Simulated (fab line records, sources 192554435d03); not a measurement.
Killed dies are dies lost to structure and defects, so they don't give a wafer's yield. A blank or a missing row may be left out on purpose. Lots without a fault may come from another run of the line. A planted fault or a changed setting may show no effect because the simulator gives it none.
Chamber matching | flow n5_finfet | N5_FIN_SAQP_ETCH_65 on rie_si-05: 4 sister chambers
The step etches SiO2 in CF4, target depth 4 nm, time 4.4 s. 18 wafers are shown with their chamber, then 9 later ones without.

WAFERS WITH THEIR CHAMBER
wafer  | chamber | throttle_valve_pct (%) | oes_product_au (a.u.) | chamber_pressure_mTorr (mTorr)
L074.2 | 3       | 21.80                  | 0.993                 | 9.993
L074.3 | 1       | 21.64                  | 0.979                 | 10.004
L074.5 | 3       | 21.82                  | 0.986                 | 9.991
L076.1 | 1       | 21.62                  | 0.988                 | 9.999
L076.2 | 0       | 21.47                  | 1.012                 | 10.013
L076.5 | 3       | 21.81                  | 0.997                 | 10.000
L085.1 | 2       | 21.85                  | 0.953                 | 9.999
L085.2 | 1       | 21.63                  | 0.988                 | 10.012
L085.3 | 0       | 21.47                  | 1.002                 | 10.002
L086.3 | 2       | 21.87                  | 0.961                 | 9.997
L086.5 | 3       | 21.81                  | 1.008                 | 9.993
L086.6 | 0       | 21.47                  | 1.003                 | 10.006
L087.3 | 0       | 21.48                  | 1.009                 | 9.997
L087.4 | 1       | 21.62                  | 0.984                 | 9.983
L087.5 | 3       | 21.79                  | 0.988                 | 10.022
L088.1 | 2       | 21.87                  | 0.945                 | 9.993
L088.4 | 0       | 21.47                  | 1.008                 | 9.988
L088.5 | 2       | 21.87                  | 0.956                 | 9.994

SIGNATURES (means of the wafers above)
reading                | chamber 0 | chamber 1 | chamber 2 | chamber 3 | scatter within a chamber
throttle_valve_pct     | 21.4720   | 21.6275   | 21.8650   | 21.8060   | 0.00916
oes_product_au         | 1.00680   | 0.98475   | 0.95375   | 0.99440   | 0.00636
chamber_pressure_mTorr | 10.00120  | 9.99950   | 9.99575   | 9.99980   | 0.0103
Rule: a wafer's distance from a chamber is the root of the sum, over the readings, of the square of ((its reading less the chamber's mean) divided by the reading's scatter). The wafer belongs to the nearest chamber; if the next one is less than 2 further off, it can't be placed. The scatter: the root of (the sum of the squares of (reading less its chamber's mean) over the shown wafers, divided by (wafers less chambers)).

WAFERS WITHOUT THEIR CHAMBER
wafer  | throttle_valve_pct (%) | oes_product_au (a.u.) | chamber_pressure_mTorr (mTorr)
L089.1 | 21.87                  | 0.960                 | 10.005
L089.2 | 21.62                  | 0.987                 | 9.990
L089.6 | 21.86                  | 0.968                 | 10.014
L090.3 | 21.48                  | 1.022                 | 9.996
L090.4 | 21.62                  | 0.999                 | 10.015
L090.5 | 21.86                  | 0.970                 | 10.005
L092.1 | 21.62                  | 0.978                 | 10.002
L092.2 | 21.79                  | 0.986                 | 10.007
L092.5 | 21.81                  | 0.988                 | 9.998

WHICH CHAMBER EACH WENT THROUGH
wafer  | from the rows above | in truth
L089.1 | 2                   | 2
L089.2 | 1                   | 1
L089.6 | 2                   | 2
L090.3 | 0                   | 0
L090.4 | 1                   | 1
L090.5 | 2                   | 2
L092.1 | 1                   | 1
L092.2 | 3                   | 3
L092.5 | 3                   | 3
Placed correctly: 9 of 9. Can't be placed from these rows: 0. Placed wrongly: 0.
